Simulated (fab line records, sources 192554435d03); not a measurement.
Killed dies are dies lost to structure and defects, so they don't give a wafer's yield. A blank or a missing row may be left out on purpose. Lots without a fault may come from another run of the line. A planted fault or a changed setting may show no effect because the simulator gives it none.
Chamber matching | flow n5_finfet | N5_HKMG_FIN_ALD_71 on ald_metal-01: 4 sister chambers
The step deposits TiN, target thk 1 nm, pulse time 1 s, purge time 3 s. 7 wafers are shown with their chamber, then 10 later ones without.

WAFERS WITH THEIR CHAMBER
wafer  | chamber | heater_power_w (W) | precursor_pulse_height_rel
L079.5 | 0       | 905                | 1.013
L083.5 | 2       | 895                | 0.996
L090.1 | 0       | 913                | 0.975
L090.2 | 3       | 867                | 0.971
L090.3 | 1       | 827                | 0.982
L090.4 | 2       | 873                | 1.005
L090.5 | 3       | 859                | 1.011

WAFERS WITHOUT THEIR CHAMBER
wafer  | heater_power_w (W) | precursor_pulse_height_rel
L090.6 | 925                | 1.007
L091.1 | 837                | 0.985
L091.2 | 874                | 1.006
L091.6 | 867                | 0.991
L094.1 | 929                | 0.969
L094.4 | 868                | 1.063
L094.6 | 878                | 1.016
L096.3 | 879                | 0.993
L096.4 | 839                | 1.041
L096.6 | 867                | 0.981

WHICH CHAMBER EACH WENT THROUGH
wafer  | from the rows above          | in truth
L090.6 | 0                            | 0
L091.1 | can't be placed: 1 or 3      | 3
L091.2 | can't be placed: 2 or 3      | 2
L091.6 | can't be placed: 3 or 2      | 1
L094.1 | 0                            | 0
L094.4 | can't be placed: 2 or 3 or 0 | 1
L094.6 | can't be placed: 2 or 3      | 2
L096.3 | can't be placed: 2 or 3      | 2
L096.4 | can't be placed: 1 or 3 or 2 | 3
L096.6 | can't be placed: 3 or 2      | 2
Placed correctly: 2 of 10. Can't be placed from these rows: 8 (the true chamber is among the candidates in 6). Placed wrongly: 0.
How it was worked out, from the rows above alone: a wafer's distance from a chamber is the root of the sum, over the readings, of the square of ((its reading less the chamber's mean) divided by the reading's scatter). The wafer belongs to the nearest chamber; if the next one is less than 2 further off, it can't be placed. A chamber's mean is the mean of its shown wafers. The scatter: the root of (the sum of the squares of (reading less its chamber's mean) over the shown wafers, divided by (wafers less chambers)).
